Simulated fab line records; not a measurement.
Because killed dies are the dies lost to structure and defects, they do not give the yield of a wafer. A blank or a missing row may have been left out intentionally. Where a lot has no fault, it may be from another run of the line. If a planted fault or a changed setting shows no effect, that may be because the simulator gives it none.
A struck lot beside a sound one :: flow n5-finfet :: 15 steps out of a route of 1938
Sound: wafers L792.2, L792.5, L792.6. Struck: wafer L795.3 (left out: L795.1, L795.2 of the same lot, which were not struck); the cause appears at the end.
Each step with rows lists, per side, the tool, then ch with its chambers, then its first start. Under that, the readings that differ: sound wafers :: struck wafers :: difference of the means :: sigmas: that difference in standard deviations of wafers without a fault.
alike: a reading whose means differ by less than 2 such deviations, as well as words and numbers matching on both sides. not compared: withheld readings; readings where some wafer has no value; bounds like >300 that might hide an equal value; numbers whose values overlap and for which the record gives no deviation.
The two part at a step that has a row with sigmas, a row that says differs or no value, or rows on one side only. Numbers that have no deviation but don't overlap get no sigmas and don't part them. Lack of a reading on every wafer of one side parts them only where that side has two or more wafers.

first, 1 step without rows for these wafers: N5_BEOL_M1_ANNEAL_87 (time 240 s).
N5_BEOL_M1_SPUTTER_88: material Cu, target thk 4.5 nm, time 8.29 s.
  sound: pvd-sputter-01 at day 7 16:18; struck: pvd-sputter-01 at day 8 12:23
  alike: chamber-pressure-pa, throttle-valve-pct
N5_BEOL_M1_ANNEAL_89: time 240 s.
  sound: pvd-sputter-01 at day 7 16:23; struck: pvd-sputter-01 at day 8 12:28
reading: heater-power-w (W)
sound: 748 791 743
struck: 915
difference: +154
sigmas: +2
N5_BEOL_M1_SPUTTER_90: material Cu, target thk 4.5 nm, time 8.29 s.
  sound: pvd-sputter-01 at day 7 16:31; struck: pvd-sputter-01 at day 8 12:37
  alike: chamber-pressure-pa, throttle-valve-pct
N5_BEOL_M1_ANNEAL_91: time 240 s.
  sound: pvd-sputter-01 at day 7 16:36; struck: pvd-sputter-01 at day 8 12:41
reading: heater-power-w (W)
sound: 713 777 738
struck: 913
difference: +170
sigmas: +2
then, 3 steps without rows for these wafers: N5_BEOL_M1_SPUTTER_92 (material Cu, target thk 4.5 nm, time 8.29 s); N5_BEOL_M1_ANNEAL_93 (time 240 s); N5_BEOL_M1_SPUTTER_94 (material Cu, target thk 4.5 nm, time 8.29 s).
N5_BEOL_M1_ANNEAL_95: time 240 s.
  sound: pvd-sputter-01 at day 7 17:02; struck: pvd-sputter-01 at day 8 13:08
  alike: heater-power-w
then, 3 steps without rows for these wafers: N5_BEOL_M1_SPUTTER_96 (material Cu, target thk 4.5 nm, time 8.29 s); N5_BEOL_M1_ECD_50 (material Cu, target thk 300 nm); N5_BEOL_M1_ANNEAL_51 (time 90 s).
N5_BEOL_M1_CMP_52: polishes, stops on SiOC, t overpolish 6.8 s, target thk 40 nm.
  sound on cmp-01 ch 0,1,3, day 7 17:45; struck on cmp-04 ch 1, day 8 13:46
reading: barrier-field-endpoint-s (s)
sound: 23.4 23.7 24.8
struck: 32.6
difference: +8.6
sigmas: +14

reading: head-pressure-psi (psi)
sound: 0.9993 0.9973 0.9973
struck: 0.7736
difference: -0.2244
sigmas: -98
  alike: motor-current-A, overpolish-run-s, time-to-endpoint-s
N5_BEOL_M4_RC_MEAS_101:
  sound on prober-02 ch 0, day 10 02:10; struck on prober-01 ch 0, day 10 04:49
  alike: DIBL_N, DIBL_P, IOFF_N, IOFF_P, ION_N, ION_P, SS_N, SS_P, VT_N, VT_P
after that, 1 step had no rows for these wafers: N5_PASSIVATION_PROBE_49.

## WHERE THEY PART
Last at N5_BEOL_M1_CMP_52 as far as this record goes, first at N5_BEOL_M1_ANNEAL_89. Later steps at which nothing parts them and some readings are alike: N5_BEOL_M4_RC_MEAS_101.

WHY: what the simulator had put in
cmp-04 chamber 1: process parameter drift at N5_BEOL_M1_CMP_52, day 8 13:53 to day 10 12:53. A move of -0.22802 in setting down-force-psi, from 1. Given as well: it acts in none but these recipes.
